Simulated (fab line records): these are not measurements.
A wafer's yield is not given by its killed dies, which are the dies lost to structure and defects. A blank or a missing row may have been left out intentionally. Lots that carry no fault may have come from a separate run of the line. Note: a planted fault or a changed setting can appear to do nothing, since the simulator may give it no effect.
Split-lot experiment || flow n5Finfet || 21 wafers read from 7 lots, route of 1938 steps

== THE SPLIT ==
At N5_BEOL_M5_ILD_DEP_00 (deposits SiCOH lowk from DEMS/porogen, target thk 140.64 nm, time 25.9 s), the setting timeS was moved away from the recipe's 25.9 s on 9 of the 21 wafers read, by -4.7% to +11.6%. For the rest of the wafers, this setting stayed at what the recipe calls for.

== SPLIT TO READING: what lies between them in the file, 1 step ==
- N5_BEOL_M5_CURE_79: cures SiCOH lowk, time 240 s

== THE READING ==
M5_ILD_THK at N5_BEOL_M5_THK_MEAS_01, in nm. On this fab line, fault-free wafers typically give 121.5 nm with a standard deviation of 1.6 nm.

{"wafer": "L075.4", "tool, chamber at the split": "pecvd-02, 1", "timeS as run, s": 25.9, "against the recipe": "recipe", "M5_ILD_THK, nm": 123.5, "against lot-mates on the recipe": "-"}
{"wafer": "L075.5", "tool, chamber at the split": "pecvd-02, 1", "timeS as run, s": 25.9, "against the recipe": "recipe", "M5_ILD_THK, nm": 122.1, "against lot-mates on the recipe": "-"}
{"wafer": "L075.6", "tool, chamber at the split": "pecvd-02, 0", "timeS as run, s": 25.9, "against the recipe": "recipe", "M5_ILD_THK, nm": 121.6, "against lot-mates on the recipe": "-"}
{"wafer": "L077.1", "tool, chamber at the split": "pecvd-02, 0", "timeS as run, s": 25.9, "against the recipe": "recipe", "M5_ILD_THK, nm": 121.3, "against lot-mates on the recipe": "-"}
{"wafer": "L077.2", "tool, chamber at the split": "pecvd-02, 1", "timeS as run, s": 25.9, "against the recipe": "recipe", "M5_ILD_THK, nm": 119.5, "against lot-mates on the recipe": "-"}
{"wafer": "L077.5", "tool, chamber at the split": "pecvd-02, 1", "timeS as run, s": 25.9, "against the recipe": "recipe", "M5_ILD_THK, nm": 121.9, "against lot-mates on the recipe": "-"}
{"wafer": "L078.1", "tool, chamber at the split": "pecvd-03, 0", "timeS as run, s": 27.96, "against the recipe": "+8.0%", "M5_ILD_THK, nm": 128.1, "against lot-mates on the recipe": "no lot-mate on the recipe"}
{"wafer": "L078.4", "tool, chamber at the split": "pecvd-03, 2", "timeS as run, s": 27.96, "against the recipe": "+8.0%", "M5_ILD_THK, nm": 129.6, "against lot-mates on the recipe": "no lot-mate on the recipe"}
{"wafer": "L078.5", "tool, chamber at the split": "pecvd-03, 1", "timeS as run, s": 27.96, "against the recipe": "+8.0%", "M5_ILD_THK, nm": 132.4, "against lot-mates on the recipe": "no lot-mate on the recipe"}
{"wafer": "L076.1", "tool, chamber at the split": "pecvd-03, 1", "timeS as run, s": 25.9, "against the recipe": "recipe", "M5_ILD_THK, nm": 122.3, "against lot-mates on the recipe": "-"}
{"wafer": "L076.3", "tool, chamber at the split": "pecvd-03, 0", "timeS as run, s": 25.9, "against the recipe": "recipe", "M5_ILD_THK, nm": 122.2, "against lot-mates on the recipe": "-"}
{"wafer": "L076.6", "tool, chamber at the split": "pecvd-03, 1", "timeS as run, s": 25.9, "against the recipe": "recipe", "M5_ILD_THK, nm": 123.5, "against lot-mates on the recipe": "-"}
{"wafer": "L092.3", "tool, chamber at the split": "pecvd-03, 0", "timeS as run, s": 28.91, "against the recipe": "+11.6%", "M5_ILD_THK, nm": 135.5, "against lot-mates on the recipe": "+12.3"}
{"wafer": "L092.4", "tool, chamber at the split": "pecvd-03, 0", "timeS as run, s": 28.91, "against the recipe": "+11.6%", "M5_ILD_THK, nm": 136.8, "against lot-mates on the recipe": "+13.6"}
{"wafer": "L092.5", "tool, chamber at the split": "pecvd-03, 2", "timeS as run, s": 25.9, "against the recipe": "recipe", "M5_ILD_THK, nm": 123.2, "against lot-mates on the recipe": "-"}
{"wafer": "L095.3", "tool, chamber at the split": "pecvd-01, 0", "timeS as run, s": 28.68, "against the recipe": "+10.7%", "M5_ILD_THK, nm": 133.3, "against lot-mates on the recipe": "no lot-mate on the recipe"}
{"wafer": "L095.4", "tool, chamber at the split": "pecvd-01, 2,1", "timeS as run, s": 28.68, "against the recipe": "+10.7%", "M5_ILD_THK, nm": 135.1, "against lot-mates on the recipe": "no lot-mate on the recipe"}
{"wafer": "L095.5", "tool, chamber at the split": "pecvd-01, 2,1", "timeS as run, s": 28.68, "against the recipe": "+10.7%", "M5_ILD_THK, nm": 135.1, "against lot-mates on the recipe": "no lot-mate on the recipe"}
{"wafer": "L096.1", "tool, chamber at the split": "pecvd-01, 0", "timeS as run, s": 25.9, "against the recipe": "recipe", "M5_ILD_THK, nm": 120.4, "against lot-mates on the recipe": "-"}
{"wafer": "L096.2", "tool, chamber at the split": "pecvd-01, 1", "timeS as run, s": 24.67, "against the recipe": "-4.7%", "M5_ILD_THK, nm": 113.7, "against lot-mates on the recipe": -7.5}
{"wafer": "L096.4", "tool, chamber at the split": "pecvd-01, 1", "timeS as run, s": 25.9, "against the recipe": "recipe", "M5_ILD_THK, nm": 122.0, "against lot-mates on the recipe": "-"}
If several chambers appear in one row, that row covers several wafers at once and the file leaves open which wafer was in which chamber.

THE FIT
A straight line over all 21 wafers: M5_ILD_THK changes by +1.2 nm for each +1% of timeS; r = +0.98; the points scatter about the line by 1.4 nm.
The same after taking each lot's own level away (the mean of its wafers on the recipe; 15 wafers): +1.16 nm for each +1%; r = +0.98; scatter 0.97 nm.
The reading moves by 14 nm for the largest change in timeS, on that fit.
From 120.90 to 123.20 nm: that is the span of the lots' own levels, equal to 1.4 times the standard deviation above.
Consequently the slope shifts little with the lot-to-lot level, the two slopes agreeing.
Check: with one of the wafers moved furthest among these (+11.6%) left out of the fit, the line predicts +14.2 nm for it against its lot-mates. It came out at +12.3 nm against them.

== THESE WAFERS: OTHER SPLITS ==
Before the reading, these wafers also passed through other splits. Each is held against what the fit with the lots' levels taken away leaves over:
{"other split on the same wafers": "N5_MOL_CONTACT_COAG_COAT_76 spinRpm", "wafers away from the commonest value": 5, "r with M5_ILD_THK (lot level and that fit taken away)": "-"}
{"other split on the same wafers": "N5_BEOL_M0_CUTY_EXPOSE_54 doseMj", "wafers away from the commonest value": 4, "r with M5_ILD_THK (lot level and that fit taken away)": -0.12}
{"other split on the same wafers": "N5_BEOL_M0_ETCH_128 sourceW", "wafers away from the commonest value": 7, "r with M5_ILD_THK (lot level and that fit taken away)": "+0.33"}
{"other split on the same wafers": "N5_BEOL_M0_TRENCH_ETCH_107 targetDepthA", "wafers away from the commonest value": 4, "r with M5_ILD_THK (lot level and that fit taken away)": -0.09}
{"other split on the same wafers": "N5_BEOL_M2_DESCUM_33 timeS", "wafers away from the commonest value": 3, "r with M5_ILD_THK (lot level and that fit taken away)": "+0.42"}
{"other split on the same wafers": "N5_BEOL_M3_DEP_57 timeS", "wafers away from the commonest value": 7, "r with M5_ILD_THK (lot level and that fit taken away)": "+0.07"}
{"other split on the same wafers": "N5_BEOL_M4_ILD_DEP_00 timeS", "wafers away from the commonest value": 6, "r with M5_ILD_THK (lot level and that fit taken away)": -0.41}

== THE WHOLE CHAIN: every reading that the file lists as answering this split, in the file's order ==
{"step": "N5_BEOL_M5_ILD_DEP_00", "what it does": "deposits SiCOH lowk from DEMS/porogen, target thk 140.64 nm, time 25.9 s", "reading": "SiCOH_lowk_of_BEOL_M5_ILD_DEP_00.thkNm (the simulator's own value, which no gauge read)", "change (the file's fit)": "+1.36 nm for each +1% of the setting", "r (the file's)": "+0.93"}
{"step": "N5_BEOL_M5_CURE_79", "what it does": "cures SiCOH lowk, time 240 s", "reading": "SiCOH_lowk_of_BEOL_M5_ILD_DEP_00.thkNm (the simulator's own value, which no gauge read)", "change (the file's fit)": "+1.17 nm for each +1% of the setting", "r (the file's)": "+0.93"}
{"step": "N5_BEOL_M5_THK_MEAS_01", "what it does": "", "reading": "M5_ILD_THK", "change (the file's fit)": "+1.18 for each +1% of the setting", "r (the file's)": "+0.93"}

== THE FILE'S OWN FIT ==
M5_ILD_THK changes by +1.18 nm for each +1% of timeS, r = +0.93.
